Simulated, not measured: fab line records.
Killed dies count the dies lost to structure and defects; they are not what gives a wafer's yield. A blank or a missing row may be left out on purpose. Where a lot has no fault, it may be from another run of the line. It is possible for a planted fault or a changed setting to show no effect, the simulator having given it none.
fab line records	flow n5_finfet
record lots=9	wafers=25	last_day=18
route steps=1938 shown BEOL_M10@1486 PASSIVATION@1936
lots that met no fault: taken from a fault-free run of the same line
start_h: hours from the record's opening day to when the first of the lot's shown wafers began	wait_h: hours since the lot's step before	" the same as in the row above	L1.1+2: one row covering several wafers at once	- either no value or no given start	* or withheld: withheld	< > ~ a bound
route shown NAME@n: names a module that has steps shown in the file, with the first one's number in the route	usual: mean/standard deviation of fault-free wafers	same: alike in all rows	chamber/n: place in a boat	sites: the reading at each site	_std_site: standard deviation across them	_edge_site: outer sites' mean less inner sites'	radius_mm: how far each site lies from the wafer's centre	mask NAME#n: copy n	behind: the most recent tool/chamber to have shaped the wafer	hold: the reason the lot was held/the length of the hold in hours/how it ended	device: names the non-switching transistor (n, p or np)	end of line: tests run on the same wafers once the route is complete	a step given without rows: its recipe and nothing more	killed: count of dies lost to structure and defects at first sort (not the wafer's yield)	map: dies across one wafer; x = killed, . = not, _ = none there
set.NAME: the setting as run; set.NAME@STEP: as run at that earlier step	model.NAME: the simulator's own value behind a step, which no gauge read
route steps across a sampled set of lots; one table per step, one row per wafer
services: the hour from which a tool's chamber was out of use, counted from the record's first day as start_h (under 0 if before that day), plus the number of hours and why
## steps
# step N5_BEOL_M10_DESCUM_16
# recipe chemistry=O2	time_s=7.9	source_power_w=50	bias_power_w=20	pressure_mtorr=20	rf_frequency_hz=2.712e+07	temp_c=40	resist=CAR-ArF	o2_flow_sccm=225
# usual drypump_motor_current_A=5.7/0.39	oes_product_au=0.85/0.078	rf_fwd_power_W=49.37/0.24	rf_vpp_V=243.6/1.3	showerhead_plenum_p_Torr=2.12/0.058	throttle_valve_pct=20.35/0.18
# same time_s=7.9
lot.wafer	tool	chamber	start_h	wait_h	drypump_motor_current_A	oes_product_au	rf_fwd_power_W	rf_hours_counter_h	rf_vpp_V	showerhead_plenum_p_Torr	throttle_valve_pct
L936.4	rie_diel-06	1	220.09	0.1	6.5	0.95	49.11	15	243.8	2.14	20.05
L936.6	"	3	"	"	5.7	0.87	49.27	-	244.0	2.11	20.03
L937.1	rie_diel-06	2	228.91	0.0	6.4	0.88	49.56	33	242.9	2.15	20.36
L937.2	"	0	"	"	5.3	0.67	48.84	228	241.9	1.98	20.53
L937.4	"	1	"	"	6.5	0.92	49.02	19	244.2	2.14	20.02
L939.2	rie_diel-05	3	237.20	0.4	6.1	0.68	49.54	252	243.4	2.04	20.51
L939.5	"	3	"	"	6.1	0.69	49.58	-	243.1	2.04	20.50
L939.6	"	2	"	"	5.7	0.75	49.41	-	245.1	2.19	20.44
L938.2	rie_diel-04	1	256.12	0.6	5.4	0.99	49.66	1	243.9	2.15	20.24
L938.3	"	0	"	"	5.3	0.88	48.86	19	241.9	2.15	20.39
L943.2	rie_diel-04	2	256.37	0.3	5.8	0.79	49.46	137	244.8	2.20	20.62
L943.3	"	1	"	"	5.4	1.00	49.56	1	243.8	2.15	20.24
L943.5	"	0	"	"	5.3	0.89	48.94	-	243.5	2.15	20.39
L940.1	rie_diel-05	0	282.54	0.0	5.4	0.84	49.13	49	241.9	2.05	20.47
L940.4	"	0	"	"	5.3	0.86	49.59	-	242.4	2.05	20.49
L940.5	"	1	"	"	6.1	0.84	49.51	-	244.2	2.13	20.21
L955.1	rie_diel-06	1	362.32	0.0	6.5	0.85	48.96	60	243.7	2.12	20.11
L955.5	"	3	"	"	5.7	0.81	49.43	-	243.2	2.10	20.10
L955.6	"	0	"	"	5.3	0.96	49.28	-	244.9	2.23	20.24
L957.1	rie_diel-06	2	362.57	0.1	6.4	0.84	49.49	73	244.3	2.14	20.43
L957.2	"	0	"	"	5.3	0.97	49.31	13	246.2	2.23	20.23
L957.4	"	3	"	"	5.7	0.82	49.41	82	244.2	2.10	20.09
L958.4	rie_diel-04	2	371.10	0.0	5.8	0.75	49.28	182	246.1	2.18	20.65
L958.5	"	1	"	"	5.4	0.88	49.47	-	245.6	2.13	20.31
L958.6	"	2	"	"	5.9	0.75	49.25	-	244.4	2.18	20.67
# step N5_BEOL_M10_ETCH_61
# recipe chemistry=CF4	target=SiARC	target_depth_a=390	mask_material=CAR-ArF	time_s=65	ion_energy_ev=80	pressure_mtorr=40	source_w=545	bias_w=36	Ar_flow_sccm=100	cf4_flow_sccm=100	ends=cleared
# usual drypump_motor_current_A=5.7/0.4	etch_rf_on_time_s=64.6/1.9	oes_product_au=0.72/0.068	rf_fwd_power_W=538.6/2.3	rf_vpp_V=184.4/1.1	showerhead_plenum_p_Torr=2.17/0.056	throttle_valve_pct=15.50/0.18
lot.wafer	tool	chamber	start_h	wait_h	drypump_motor_current_A	etch_rf_on_time_s	oes_product_au	rf_fwd_power_W	rf_hours_counter_h	rf_vpp_V	showerhead_plenum_p_Torr	throttle_valve_pct
L936.4	rie_diel-06	1	220.13	0.0	6.5	61.4	0.83	538.8	15	184.5	2.20	15.30
L936.6	"	3	"	"	5.7	63.5	0.75	536.6	-	184.3	2.18	15.29
L937.1	rie_diel-06	2	228.95	0.0	6.4	66.0	0.77	542.0	33	183.1	2.17	15.31
L937.2	"	0	"	"	5.4	66.7	0.58	537.8	228	182.8	2.05	15.87
L937.4	"	1	"	"	6.5	61.7	0.81	536.5	19	185.5	2.20	15.30
L939.2	rie_diel-05	3	237.23	0.0	6.1	65.0	0.59	540.2	252	182.9	2.10	15.90
L939.5	"	3	"	"	6.1	64.7	0.58	541.3	-	184.2	2.10	15.87
L939.6	"	2	"	"	5.7	65.3	0.65	541.2	-	186.3	2.24	15.68
L938.2	rie_diel-04	1	256.16	0.0	5.4	64.2	0.84	536.1	1	186.0	2.19	15.31
L938.3	"	0	"	"	5.3	64.2	0.78	535.2	19	186.2	2.19	15.49
L943.2	rie_diel-04	2	256.41	0.0	5.8	64.6	0.67	540.5	137	185.0	2.24	15.78
L943.3	"	1	"	"	5.4	63.8	0.84	540.9	1	184.8	2.19	15.32
L943.5	"	0	"	"	5.3	63.5	0.79	536.7	-	184.4	2.19	15.49
L940.1	rie_diel-05	0	282.57	0.0	5.3	68.8	0.71	536.4	49	184.1	2.09	15.46
L940.4	"	0	"	"	5.4	69.0	0.70	536.6	-	184.6	2.09	15.47
L940.5	"	1	"	"	6.1	63.7	0.71	539.1	-	184.5	2.17	15.31
L955.1	rie_diel-06	1	362.35	0.0	6.5	62.3	0.74	535.9	60	183.5	2.19	15.40
L955.5	"	3	"	"	5.7	64.0	0.69	536.3	-	184.5	2.16	15.39
L955.6	"	0	"	"	5.4	64.7	0.81	535.5	-	184.7	2.30	15.45
L957.1	rie_diel-06	2	362.60	0.0	6.4	64.2	0.73	541.4	73	185.3	2.15	15.38
L957.2	"	0	"	"	5.3	65.4	0.81	535.9	13	184.4	2.30	15.46
L957.4	"	3	"	"	5.7	64.2	0.69	538.4	82	184.8	2.16	15.39
L958.4	rie_diel-04	2	371.13	0.0	5.8	66.3	0.63	538.5	182	185.5	2.22	15.87
L958.5	"	1	"	"	5.4	63.5	0.75	540.7	-	184.4	2.17	15.40
L958.6	"	2	"	"	5.9	65.8	0.63	542.2	-	183.6	2.22	15.86
# step N5_BEOL_M10_INSPECT_30
# recipe mode=adi	inspect_instrument=brightfield
# usual raw_defect_count=390/91
lot.wafer	tool	chamber	start_h	wait_h	raw_defect_count
L936.4	defect_inspect-02	-	223.74	0.0	457
L936.6	"	-	"	"	420
L937.1	defect_inspect-01	-	231.96	0.0	300
L937.2	"	-	"	"	286
L937.4	"	-	"	"	249
L939.2	defect_inspect-02	-	238.40	0.0	256
L939.5	"	-	"	"	380
L939.6	"	-	"	"	491
L938.2	defect_inspect-01	-	258.57	0.0	506
L938.3	"	-	"	"	475
L943.2	defect_inspect-01	-	258.73	0.0	398
L943.3	"	-	"	"	306
L943.5	"	-	"	"	302
L940.1	defect_inspect-01	-	283.50	0.0	355
L940.4	"	-	"	"	401
L940.5	"	-	"	"	362
L955.1	defect_inspect-02	-	364.23	0.0	1664
L955.5	"	-	"	"	1698
L955.6	"	-	"	"	1707
L957.1	defect_inspect-01	-	364.39	0.0	1803
L957.2	"	-	"	"	1694
L957.4	"	-	"	"	1902
L958.4	defect_inspect-01	-	374.59	0.0	360
L958.5	"	-	"	"	351
L958.6	"	-	"	"	405
# step N5_BEOL_M10_DESCUM_33
# recipe chemistry=O2	time_s=7.9	source_power_w=50	bias_power_w=20	pressure_mtorr=20	rf_frequency_hz=2.712e+07	temp_c=40	resist=CAR-ArF	o2_flow_sccm=225
# usual drypump_motor_current_A=5.8/0.43	oes_product_au=0.84/0.084	rf_fwd_power_W=49.38/0.23	rf_vpp_V=243.5/1.1	showerhead_plenum_p_Torr=2.12/0.061	throttle_valve_pct=20.33/0.19
# same time_s=7.9
lot.wafer	tool	chamber	start_h	wait_h	drypump_motor_current_A	oes_product_au	rf_fwd_power_W	rf_hours_counter_h	rf_vpp_V	showerhead_plenum_p_Torr	throttle_valve_pct
L936.4	rie_diel-06	3	223.83	0.1	5.7	0.86	49.54	38	245.6	2.11	20.03
L936.6	"	0	"	"	5.3	0.67	49.15	-	241.1	1.98	20.52
L937.1	rie_diel-04	2	231.99	0.0	5.8	0.81	49.62	125	244.6	2.20	20.58
L937.2	"	0	"	"	5.3	0.92	49.09	8	243.5	2.15	20.37
L937.4	"	3	"	"	5.3	0.72	49.36	-	242.2	2.06	20.69
L939.2	rie_diel-04	3	238.84	0.4	5.3	0.71	49.45	252	242.6	2.05	20.68
L939.5	"	3	"	"	5.3	0.71	49.42	-	241.9	2.05	20.67
L939.6	"	2	"	"	5.8	0.81	49.43	-	245.1	2.20	20.59
L938.2	rie_diel-04	2	258.60	0.0	5.8	0.79	49.44	138	243.4	2.20	20.60
L938.3	"	0	"	"	5.4	0.89	49.23	20	243.8	2.15	20.41
L943.2	rie_diel-04	0	259.06	0.3	5.3	0.88	48.94	20	243.6	2.15	20.40
L943.3	"	2	"	"	5.8	0.79	49.41	138	244.5	2.20	20.61
L943.5	"	1	"	"	5.4	0.99	49.76	-	244.4	2.15	20.22
L940.1	rie_diel-05	1	283.82	0.3	6.1	0.84	49.12	72	242.9	2.13	20.22
L940.4	"	0	"	"	5.3	0.85	49.31	-	242.1	2.05	20.49
L940.5	"	2	"	"	5.7	0.74	49.60	-	243.7	2.18	20.48
L955.1	rie_diel-05	3	364.36	0.1	6.2	0.96	49.62	18	242.3	2.04	20.13
L955.5	"	1	"	"	6.2	0.80	49.24	-	244.5	2.12	20.29
L955.6	"	0	"	"	5.4	0.81	49.17	-	242.5	2.04	20.52
L957.1	rie_diel-06	0	364.64	0.2	5.3	0.95	49.35	14	244.9	2.23	20.23
L957.2	"	3	"	"	5.7	0.80	49.27	83	243.8	2.10	20.09
L957.4	"	2	"	"	6.4	0.84	49.49	74	242.9	2.14	20.43
L958.4	rie_diel-06	2	374.72	0.1	6.4	0.84	49.53	77	243.1	2.14	20.45
L958.5	"	0	"	"	5.4	0.95	49.28	-	245.5	2.23	20.25
L958.6	"	3	"	"	5.7	0.80	49.12	-	244.7	2.10	20.11
# step N5_BEOL_M10_STRIP_77
# recipe chemistry=N2/H2	time_s=10	power_w=450	temp_c=40	pressure_mtorr=20	rf_frequency_hz=6e+07	bias_power_w=7	n2_flow_sccm=200	h2_flow_sccm=200
# usual drypump_motor_current_A=5.8/0.43	oes_product_au=0.84/0.084	rf_vpp_V=59.2/0.87	showerhead_plenum_p_Torr=2.56/0.07	throttle_valve_pct=23.5/0.32
# same time_s=10
lot.wafer	tool	chamber	start_h	wait_h	drypump_motor_current_A	oes_product_au	rf_hours_counter_h	rf_vpp_V	showerhead_plenum_p_Torr	throttle_valve_pct
L936.4	rie_diel-06	3	-	-	5.7	0.87	38	60.2	2.59	23.3
L936.6	"	0	"	"	5.4	0.66	-	57.6	2.39	23.5
L937.1	rie_diel-04	2	-	-	5.9	0.80	126	60.9	2.64	23.4
L937.2	"	0	"	"	5.3	0.91	8	59.0	2.58	23.3
L937.4	"	3	"	"	5.3	0.71	-	58.5	2.49	23.6
L939.2	rie_diel-04	3	-	-	5.4	0.71	252	57.7	2.49	23.7
L939.5	"	3	"	"	5.4	0.70	-	59.0	2.49	23.6
L939.6	"	2	"	"	5.8	0.80	-	59.6	2.64	23.4
L938.2	rie_diel-04	2	-	-	5.8	0.79	138	59.7	2.64	23.4
L938.3	"	0	"	"	5.3	0.88	20	60.7	2.58	23.3
L943.2	rie_diel-04	0	-	-	5.3	0.88	21	60.4	2.58	23.3
L943.3	"	2	"	"	5.8	0.78	138	60.0	2.64	23.4
L943.5	"	1	"	"	5.4	0.99	-	59.0	2.62	24.0
L940.1	rie_diel-05	1	-	-	6.1	0.84	72	59.7	2.57	23.3
L940.4	"	0	"	"	5.4	0.84	-	60.4	2.50	24.0
L940.5	"	2	"	"	5.7	0.73	-	59.0	2.66	24.0
L955.1	rie_diel-05	3	-	-	6.1	0.96	18	57.9	2.50	23.8
L955.5	"	1	"	"	6.1	0.80	-	58.2	2.56	23.4
L955.6	"	0	"	"	5.4	0.80	-	58.3	2.48	24.0
L957.1	rie_diel-06	0	-	-	5.3	0.95	14	60.7	2.69	23.3
L957.2	"	3	"	"	5.7	0.81	83	59.3	2.57	23.4
L957.4	"	2	"	"	6.4	0.83	74	58.3	2.55	23.3
L958.4	rie_diel-06	2	-	-	6.4	0.83	77	59.5	2.55	23.3
L958.5	"	0	"	"	5.3	0.95	-	60.1	2.69	23.3
L958.6	"	3	"	"	5.7	0.81	-	59.4	2.57	23.4
# step N5_PASSIVATION_PROBE_49
# usual defect_limited_yield=91.1/1.3	killed_at_M0_to_M3=32/9.7	killed_at_M4_up=16/6	killed_at_contacts=12/5.9	killed_at_front_end=41/11	killed_at_other=4/3.1	killed_dies=104/16	killed_on_rim=14/4	killed_open=68/12	killed_short=34/7.4	sort_bin_5_function=5.1/0.85	sort_bin_6_memory=3.3/0.66	sort_bin_8_speed=0.1/0.53	sort_n_pass=1075/16	sort_yield_pct=91.1/1.4
# same gross_dies=1180	killed_at_back_side=0	sort_bin_4_leakage[%]=0
lot.wafer	tool	chamber	start_h	wait_h	defect_limited_yield[%]	killed_at_M0_to_M3	killed_at_M4_up	killed_at_contacts	killed_at_front_end	killed_at_other	killed_dies	killed_on_rim	killed_open	killed_short	sort_bin_5_function[%]	sort_bin_6_memory[%]	sort_bin_8_speed[%]	sort_n_pass	sort_yield_pct[%]
L957.1	prober-02	-	418.20	0.0	83.5	22	108	22	37	6	195	38	56	41	8.1	4.3	0	985	83.5
L957.2	prober-02	-	418.25	0.1	78.8	28	179	14	25	4	250	27	59	29	14.1	3.7	0	930	78.8
L957.4	prober-02	-	418.35	0.2	81.4	22	161	1	34	2	220	24	47	29	10.6	3.6	0	960	81.4
L955.1	prober-01	-	425.29	0.0	81.2	22	130	17	50	3	222	36	71	25	10.9	3.8	0	958	81.2
L955.5	prober-01	-	425.49	0.2	78.1	41	163	3	49	2	258	29	62	38	12.0	4.3	0	922	78.1
L955.6	prober-01	-	425.54	0.3	77.8	37	167	9	47	2	262	23	61	39	12.4	4.7	0	918	77.8
# killed by level:class
L957.1 BEOL_M10:unspecified=93 MOL_CONTACT_COAG:geometric_particle:open=17 FIN_SAQP:geometric_particle:short=7 BEOL_M2:geometric_particle:open=7 GATE_CUT:geometric_particle:short=6 STI_FIN_REVEAL:geometric_particle:open=5 MOL_CONTACT_COAG:geometric_particle:short=5 BEOL_M1:geometric_particle:open=5
L957.2 BEOL_M10:unspecified=161 MOL_CONTACT_COAG:geometric_particle:open=9 BEOL_M4:geometric_particle:open=8 STI_FIN_REVEAL:geometric_particle:open=7 FIN_SAQP:geometric_particle:short=6 BEOL_M0_SAQP:geometric_particle:open=6 MOL_CONTACT_COAG:geometric_particle:short=5 BEOL_M0_SAQP:geometric_particle:short=5
L957.4 BEOL_M10:unspecified=142 BEOL_M4:geometric_particle:open=10 BEOL_M1:geometric_particle:open=7 FIN_SAQP:geometric_particle:short=6 BEOL_M0_SAQP:geometric_particle:short=6 GATE_CUT:geometric_particle:short=5 FIN_SAQP:geometric_particle:open=4 STI_FIN_REVEAL:geometric_particle:open=4
L955.1 BEOL_M10:unspecified=125 MOL_CONTACT_COAG:geometric_particle:open=14 FIN_SAQP:geometric_particle:open=8 STI_FIN_REVEAL:geometric_particle:open=8 BEOL_M0_SAQP:geometric_particle:open=7 DUMMY_GATE:geometric_particle:open=6 ILD0:geometric_particle:open=5 GATE_CUT:geometric_particle:open=5
L955.5 BEOL_M10:unspecified=150 BEOL_M0_SAQP:geometric_particle:short=13 FIN_SAQP:geometric_particle:open=10 BEOL_M3:geometric_particle:open=8 BEOL_M0_SAQP:geometric_particle:open=7 HKMG_FIN:area_etch=7 BEOL_M2:geometric_particle:open=6 STI_FIN_REVEAL:geometric_particle:open=5
L955.6 BEOL_M10:unspecified=160 BEOL_M0_SAQP:geometric_particle:short=10 FIN_SAQP:geometric_particle:short=9 FIN_SAQP:geometric_particle:open=8 STI_FIN_REVEAL:geometric_particle:open=8 BEOL_M0_SAQP:geometric_particle:open=7 BEOL_M3:geometric_particle:open=7 GATE_CUT:geometric_particle:open=6
## services
tool	chamber	start_h	hours	kind
rie_diel-04	0	197.28	-	clean
rie_diel-04	0	197.28	-	consumable_replace:focus_ring
rie_diel-04	0	197.28	12.2	scheduled_down
rie_diel-04	0	197.28	12.2	vent_cycle
rie_diel-05	-	205.16	0.7	repair
rie_diel-05	-	218.37	0.1	repair
rie_diel-04	1	229.60	-	clean
rie_diel-04	1	229.60	-	consumable_replace:focus_ring
rie_diel-04	1	229.60	21.3	scheduled_down
rie_diel-04	1	229.60	21.3	vent_cycle
rie_diel-05	3	242.46	40.9	repair
rie_diel-04	3	250.90	-	clean
rie_diel-04	3	250.90	-	consumable_replace:focus_ring
rie_diel-04	3	250.90	25.0	scheduled_down
rie_diel-04	3	250.90	25.0	vent_cycle
rie_diel-04	1	252.29	3.0	repair
rie_diel-06	2	275.94	2.5	repair
rie_diel-05	3	283.73	-	clean
rie_diel-05	3	283.73	-	consumable_replace:focus_ring
rie_diel-05	3	283.73	26.2	scheduled_down
rie_diel-05	3	283.73	26.2	vent_cycle
rie_diel-06	0	300.33	-	clean
rie_diel-06	0	300.33	-	consumable_replace:focus_ring
rie_diel-06	0	300.33	-	consumable_replace:showerhead
## key
first_sign step=N5_BEOL_M10_INSPECT_30	reading=raw_defect_count	direction=up	sigmas=15	usual=390	struck=1745
effect step=N5_PASSIVATION_PROBE_49	reading=killed_at_M4_up	direction=up	sigmas=23	usual=16	struck=151
more_kills_born_at N5_BEOL_M10_ETCH_61@rie_diel-06=831
met_at N5_BEOL_M10_ETCH_61
struck_lots L955,L957
not_acting_at N5_BEOL_M10_DESCUM_16,N5_BEOL_M10_DESCUM_33,N5_BEOL_M10_STRIP_77
onset_between 228.95 362.35
fault kind=chamber_particle_source	tool=rie_diel-06	chamber=-	onset_h=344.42	steps=N5_BEOL_M10_ETCH_61	rate_per_visit_cm2=2.2076	end_h=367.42
